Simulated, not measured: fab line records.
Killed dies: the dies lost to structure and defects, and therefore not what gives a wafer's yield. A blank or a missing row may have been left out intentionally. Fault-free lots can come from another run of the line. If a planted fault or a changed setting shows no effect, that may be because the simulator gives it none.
Comparing a struck lot with a sound one | flow nand harc | 15 out of 1302 route steps
Sound: wafers L370.1, L370.2, L370.3. Struck: wafers L381.3, L381.5. (L381.4 of the same lot was not struck and is left out.) The cause comes at the end.
Each step with rows lists, per side, the tool, then ch with its chambers, then its first start. Under that, the readings that differ: sound wafers | struck wafers | difference of the means | sigmas: that difference in standard deviations of wafers without a fault.
alike: same words and numbers on both sides, and readings whose means sit less than 2 such deviations apart. not compared: any withheld reading, any reading some wafer has no value for, any bound like >300 that may hide the same value, and any number with overlapping values for which the record gives no deviation.
The two part at a step that has a row with sigmas, a row that says differs or no value, or rows on one side only. Numbers that don't overlap but have no deviation are shown without sigmas and don't part them. Lack of a reading on every wafer of one side parts them only where that side has two or more wafers.

first, 1 step without rows for these wafers: NHARC_A_CHANNEL_HOLE_D1_STRIP_43 (strips in O2/COS).
NHARC_A_CHANNEL_HOLE_D1_ETCH_44: etches the open film in CF4/O2, target depth 140 nm, overetch 14 nm, time 77 s.
  sound on rie diel-03 ch 1,2,3, day 9 03:41; struck on rie diel-03 ch 1,2, day 13 11:43
  alike: drypump motor current A, oes_f_703_au, oes product au, rf vpp V, showerhead plenum p Torr, throttle valve pct
  not compared: rf hours counter h
NHARC_A_CHANNEL_HOLE_D1_STRIP_27: strips in O2.
  sound on rie diel-03 ch 1,2,3; struck on rie diel-03 ch 0,3
  alike: drypump motor current A, oes product au, rf vpp V, showerhead plenum p Torr, throttle valve pct
  not compared: rf hours counter h
then, 2 steps without rows for these wafers: NHARC_A_CHANNEL_HOLE_D1_PRECLEAN_28 (cleans in SC1); NHARC_A_CHANNEL_HOLE_D1_SRD_29.
NHARC_A_CHANNEL_HOLE_D1_CD_MEAS_30:
  sound on cd sem-02 at day 9 04:29; struck on cd sem-02 at day 13 12:30
  alike: cd nm
NHARC_A_CHANNEL_HOLE_D1_XSEM_31:
  sound on xsem-02 ch 0, day 9 04:35; struck on xsem-02 ch 0, day 13 12:36
  reading            | sound          | struck    | difference | sigmas
  bow nm (nm)        | 8.65 8.59 8.62 | 9.08 9.01 | +0.43      | +2
  tilt deg (degrees) | 0.01 0.01 0.01 | 0.10 0.10 | +0.09      | +2
  alike: bot cd nm
NHARC_A_CHANNEL_HOLE_D1_INSPECT_40:
  sound on defect inspect-02 at day 9 04:41; struck on defect inspect-01 at day 13 12:41
  alike: raw defect count
then, 2 steps without rows for these wafers: NHARC_A_CHANNEL_FILL_D1_PRECLEAN_00 (cleans in SC1); NHARC_A_CHANNEL_FILL_D1_SRD_01.
NHARC_A_CHANNEL_FILL_D1_ALD_02: deposits SiO2, target thk 6 nm, pulse time 10 s, ald cycles 60.
  sound on ald hk-04 ch 0,2,3, day 9 04:53; struck on ald hk-04 ch 0,1, day 13 13:02
  alike: heater power w, precursor pulse height rel
  not compared: ald cycles
NHARC_A_CHANNEL_FILL_D1_ALD_03: deposits SiNx, target thk 6 nm, pulse time 60 s, ald cycles 58.
  sound on ald sin batch-01 ch 0; struck on ald sin batch-01 ch 0
  alike: precursor pulse height rel
  not compared: ald cycles
NHARC_A_CHANNEL_FILL_D1_ALD_14: deposits SiO2, target thk 2.5 nm, pulse time 10 s, ald cycles 25.
  sound on ald hk-01 ch 1,2,3, day 9 11:58; struck on ald hk-04 ch 0, day 13 19:52
  reading                    | sound             | struck      | difference | sigmas
  ald cycles                 | 25 25 25          | 29 29       | +4         |
  precursor pulse height rel | 0.973 0.993 0.967 | 1.048 1.004 | +0.048     | +2
  alike: heater power w
then, 1 step without rows for these wafers: NHARC_A_CHANNEL_FILL_D1_ALD_15 (deposits SiNx, target thk 2 nm, pulse time 60 s, ald cycles 19).
-- break in the record here, with 16 days between the starts of the struck wafers on either side (left off in module A_CHANNEL_FILL_D1, picked up again in module END, where the first step shown is number 1302 on the route) --
NHARC_END_SORT_01:
  sound on prober-02 ch 0, day 25 01:07; struck on prober-02 ch 0, day 29 15:44
  alike: killed at array, killed at other, killed at periphery, killed dies, killed open, killed short

## WHERE THEY PART
Earliest at NHARC_A_CHANNEL_HOLE_D1_XSEM_31; latest, in this record, at NHARC_A_CHANNEL_FILL_D1_ALD_14. Later steps at which nothing parts them and some readings are alike: NHARC_END_SORT_01.

WHY: what the simulator had put in
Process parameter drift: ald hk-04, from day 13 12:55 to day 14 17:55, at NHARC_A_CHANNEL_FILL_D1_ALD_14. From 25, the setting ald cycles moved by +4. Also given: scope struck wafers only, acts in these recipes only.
